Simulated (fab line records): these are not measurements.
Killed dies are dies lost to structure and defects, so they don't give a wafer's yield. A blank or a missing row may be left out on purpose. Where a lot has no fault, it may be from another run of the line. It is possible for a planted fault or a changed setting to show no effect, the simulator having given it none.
fab line records	flow nandHarc
record lots=7	wafers=20	lastDay=33
route steps=1302 shown A_ONON_D2@548
lots with no fault: from the same line, run without faults
startH: start of the lot's first displayed wafer, in hours after the record's first day	waitH: hours since the lot's step before	" identical to the entry in the row above	L1.1+2: one row covering several wafers at once	- either no value or no given start	* or withheld: withheld	< > ~ a bound
route shown NAME@n: a module of which the file shows steps, and the number in the route of the first	usual: mean/standard deviation taken from wafers without a fault	same: alike in all rows	chamber/n: place in a boat	sites: readings site by site	_std_site: their standard deviation	_edge_site: the outer-site mean with the inner-site mean subtracted	radiusMm: how far each site lies from the wafer's centre	mask NAME#n: copy n	behind: the last tool/chamber to shape the wafer	hold: why the lot went on hold/how many hours it stayed there/how the hold came to an end	device: transistor that didn't switch, given as n, p or np	end of line: tests run on the same wafers once the route is complete	a step with no rows: only its recipe	killed: the dies lost at the first sort to structure and to defects; this is not the yield of the wafer	map: a wafer's dies, x killed, . not, _ none there
set.NAME: setting as actually run; set.NAME@STEP: the setting as run at that earlier step	model.NAME: the simulator's own value behind a step, which no gauge read
lots seen at some steps along the route; tables by step, rows by wafer
services: when a tool's chamber went out of use (startH, in hours from the record's first day, below 0 if earlier), for how many hours, and the reason
## steps
# step NHARC_A_ONON_D2_THK_MEAS_05
# recipe thkMeasGauge=ellipsometry
# usual thkNm=1003/8.7
lot.wafer	tool	chamber	startH	waitH	thkNm
L286.3	filmMetro-02	-	294.87	-	996
L286.4	"	-	"	"	996
L286.6	"	-	"	"	997
L284.4	filmMetro-02	-	346.18	-	1004
L284.5	"	-	"	"	1003
L284.6	"	-	"	"	1004
L294.2	filmMetro-02	-	391.51	-	1014
L294.4	"	-	"	"	1013
L294.5	"	-	"	"	1015
L296.2	filmMetro-02	-	418.63	-	1015
L296.3	"	-	"	"	1014
L296.5	"	-	"	"	1015
L303.3	filmMetro-02	-	482.53	-	1001
L303.6	"	-	"	"	1002
L305.2	filmMetro-02	-	484.59	-	1001
L305.4	"	-	"	"	1002
L305.6	"	-	"	"	1002
L306.2	filmMetro-02	-	498.16	-	997
L306.4	"	-	"	"	997
L306.5	"	-	"	"	997
# step NHARC_A_ONON_D2_DEP_06
# recipe targetThkA=10000	n2FlowSccm=2750	n2oFlowSccm=2000	nh3FlowSccm=500	sih4FlowSccm=210	tempC=400
# step NHARC_A_ONON_D2_THK_MEAS_08
# recipe thkMeasGauge=ellipsometry
# usual thkNm=999/8.5
lot.wafer	tool	chamber	startH	waitH	thkNm
L286.3	filmMetro-02	-	295.45	-	1009
L286.4	"	-	"	"	1009
L286.6	"	-	"	"	1009
L284.4	filmMetro-01	-	346.75	-	983
L284.5	"	-	"	"	983
L284.6	"	-	"	"	984
L294.2	filmMetro-01	-	392.07	-	1003
L294.4	"	-	"	"	1005
L294.5	"	-	"	"	1005
L296.2	filmMetro-01	-	419.20	-	1002
L296.3	"	-	"	"	1004
L296.5	"	-	"	"	1006
L303.3	filmMetro-02	-	483.10	-	1023
L303.6	"	-	"	"	1022
L305.2	filmMetro-02	-	485.15	-	997
L305.4	"	-	"	"	997
L305.6	"	-	"	"	997
L306.2	filmMetro-01	-	498.72	-	1005
L306.4	"	-	"	"	1005
L306.5	"	-	"	"	1007
# step NHARC_A_ONON_D2_DEP_09
# recipe targetThkA=10000	n2FlowSccm=2750	n2oFlowSccm=2000	nh3FlowSccm=500	sih4FlowSccm=210	tempC=400
# step NHARC_A_ONON_D2_THK_MEAS_11
# recipe thkMeasGauge=ellipsometry
# usual thkNm=1000/10
lot.wafer	tool	chamber	startH	waitH	thkNm
L286.3	filmMetro-02	-	296.02	-	994
L286.4	"	-	"	"	993
L286.6	"	-	"	"	996
L284.4	filmMetro-01	-	347.31	-	1006
L284.5	"	-	"	"	1007
L284.6	"	-	"	"	1007
L294.2	filmMetro-01	-	392.64	-	996
L294.4	"	-	"	"	996
L294.5	"	-	"	"	996
L296.2	filmMetro-02	-	419.78	-	1004
L296.3	"	-	"	"	1003
L296.5	"	-	"	"	1003
L303.3	filmMetro-02	-	483.66	-	1005
L303.6	"	-	"	"	1007
L305.2	filmMetro-02	-	485.72	-	988
L305.4	"	-	"	"	985
L305.6	"	-	"	"	987
L306.2	filmMetro-02	-	499.29	-	1001
L306.4	"	-	"	"	1003
L306.5	"	-	"	"	1000
# step NHARC_A_ONON_D2_DEP_12
# recipe targetThkA=10000	n2FlowSccm=2750	n2oFlowSccm=2000	nh3FlowSccm=500	sih4FlowSccm=210	tempC=400
# step NHARC_A_ONON_D2_THK_MEAS_14
# recipe thkMeasGauge=ellipsometry
# usual thkNm=1000/8.7
lot.wafer	tool	chamber	startH	waitH	thkNm
L286.3	filmMetro-02	-	296.62	-	1009
L286.4	"	-	"	"	1010
L286.6	"	-	"	"	1010
L284.4	filmMetro-02	-	347.89	-	996
L284.5	"	-	"	"	996
L284.6	"	-	"	"	995
L294.2	filmMetro-02	-	393.20	-	992
L294.4	"	-	"	"	991
L294.5	"	-	"	"	991
L296.2	filmMetro-01	-	420.36	-	1015
L296.3	"	-	"	"	1017
L296.5	"	-	"	"	1016
L303.3	filmMetro-02	-	484.24	-	985
L303.6	"	-	"	"	984
L305.2	filmMetro-02	-	486.28	-	999
L305.4	"	-	"	"	998
L305.6	"	-	"	"	997
L306.2	filmMetro-02	-	499.85	-	1007
L306.4	"	-	"	"	1006
L306.5	"	-	"	"	1006
# step NHARC_A_ONON_D2_ANNEAL_15
# recipe tempC=750	timeS=3600
# step NHARC_A_ONON_D2_DEP_16
# recipe targetThkA=10000	n2FlowSccm=2750	n2oFlowSccm=2000	nh3FlowSccm=500	sih4FlowSccm=210	tempC=400
# step NHARC_A_ONON_D2_THK_MEAS_18
# recipe thkMeasGauge=ellipsometry
# usual thkNm=1004/13
lot.wafer	tool	chamber	startH	waitH	thkNm
L286.3	filmMetro-02	-	303.93	-	1016
L286.4	"	-	"	"	1017
L286.6	"	-	"	"	1015
L284.4	filmMetro-02	-	355.66	-	1011
L284.5	"	-	"	"	1013
L284.6	"	-	"	"	1011
L294.2	filmMetro-02	-	400.70	-	1002
L294.4	"	-	"	"	1003
L294.5	"	-	"	"	1002
L296.2	filmMetro-02	-	430.02	-	1007
L296.3	"	-	"	"	1007
L296.5	"	-	"	"	1007
L303.3	filmMetro-02	-	491.65	-	1002
L303.6	"	-	"	"	1003
L305.2	filmMetro-01	-	491.68	-	982
L305.4	"	-	"	"	982
L305.6	"	-	"	"	983
L306.2	filmMetro-01	-	507.25	-	980
L306.4	"	-	"	"	981
L306.5	"	-	"	"	982
# step NHARC_A_ONON_D2_DEP_19
# recipe targetThkA=10000	n2FlowSccm=2750	n2oFlowSccm=2000	nh3FlowSccm=500	sih4FlowSccm=210	tempC=400
# step NHARC_A_ONON_D2_THK_MEAS_21
# recipe thkMeasGauge=ellipsometry
# usual thkNm=1002/8.7
lot.wafer	tool	chamber	startH	waitH	thkNm
L286.3	filmMetro-02	-	304.50	-	1002
L286.4	"	-	"	"	1002
L286.6	"	-	"	"	1002
L284.4	filmMetro-01	-	356.25	-	1004
L284.5	"	-	"	"	1003
L284.6	"	-	"	"	1003
L294.2	filmMetro-02	-	401.27	-	1015
L294.4	"	-	"	"	1014
L294.5	"	-	"	"	1014
L296.2	filmMetro-02	-	430.58	-	1003
L296.3	"	-	"	"	1003
L296.5	"	-	"	"	1004
L303.3	filmMetro-02	-	492.22	-	984
L303.6	"	-	"	"	983
L305.2	filmMetro-02	-	492.26	-	1002
L305.4	"	-	"	"	1001
L305.6	"	-	"	"	1000
L306.2	filmMetro-01	-	507.82	-	1005
L306.4	"	-	"	"	1004
L306.5	"	-	"	"	1004
# step NHARC_A_ONON_D2_DEP_22
# recipe targetThkA=10000	n2FlowSccm=2750	n2oFlowSccm=2000	nh3FlowSccm=500	sih4FlowSccm=210	tempC=400
lot.wafer	tool	chamber	startH	waitH
L286.3+4+6	pecvdOnon-02	0	304.68	0.2
L284.4+5+6	pecvdOnon-01	0	356.47	0.2
L294.2+4+5	pecvdOnon-01	0	401.39	0.1
L296.2+3+5	pecvdOnon-01	0	430.70	0.1
L303.3+6	pecvdOnon-01	0	492.39	0.2
L305.2+4+6	pecvdOnon-01	0	492.68	0.4
L306.2+4+5	pecvdOnon-01	0	507.94	0.1
# step NHARC_A_ONON_D2_THK_MEAS_24
# recipe thkMeasGauge=ellipsometry
# usual thkNm=1003/11
lot.wafer	tool	chamber	startH	waitH	thkNm
L286.3	filmMetro-02	-	305.08	-	1010
L286.4	"	-	"	"	1011
L286.6	"	-	"	"	1010
L284.4	filmMetro-02	-	356.81	-	1003
L284.5	"	-	"	"	1002
L284.6	"	-	"	"	1002
L294.2	filmMetro-01	-	401.83	-	990
L294.4	"	-	"	"	989
L294.5	"	-	"	"	991
L296.2	filmMetro-02	-	431.15	-	1006
L296.3	"	-	"	"	1005
L296.5	"	-	"	"	1007
L303.3	filmMetro-01	-	492.78	-	1014
L303.6	"	-	"	"	815
L305.2	filmMetro-02	-	493.13	-	808
L305.4	"	-	"	"	1004
L305.6	"	-	"	"	808
L306.2	filmMetro-02	-	508.38	-	798
L306.4	"	-	"	"	994
L306.5	"	-	"	"	996
# step NHARC_A_ONON_D2_DEP_25
# recipe targetThkA=10000	n2FlowSccm=2750	n2oFlowSccm=2000	nh3FlowSccm=500	sih4FlowSccm=210	tempC=400
## services
tool	chamber	startH	hours	kind
pecvdOnon-02	-	366.28	13.0	pm
pecvdOnon-01	-	450.95	13.0	pm
## key
firstSign step=NHARC_A_ONON_D2_THK_MEAS_24	reading=thkNm	direction=down	sigmas=18	usual=1003	struck=807
effect none on later readings
metAt NHARC_A_ONON_D2_DEP_22
struckWafers L303.6,L305.2,L305.6,L306.2
laterRowsLeftOut L303.6,L305.2,L305.6,L306.2
sortLeftOut L303.6,L305.2,L305.6,L306.2
testerLeftOut L303,L305,L306
onsetBetween 430.70 492.39
fault kind=processParameterDrift	tool=pecvdOnon-01	chamber=-	onsetH=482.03	steps=NHARC_A_ONON_D2_DEP_22	channel=targetThkA	offset=*	shape=step	endH=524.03	scope=struckWafersOnly	actsIn=*	stated=*
# testerLeftOut: of these lots the tester's yield and bins aren't shown, on N5 and GAA mostly nor the transistor test; their killed dies are dies lost to structure and defects alone, not to doping, threshold or leakage, so they don't give the yield
# sortLeftOut: the simulated sort isn't trusted on such a fault, so these wafers' sort isn't shown, and their yield isn't known
# laterRowsLeftOut: the simulator's readings of these wafers behind a module that went badly wrong aren't trusted and aren't shown, but for the sort
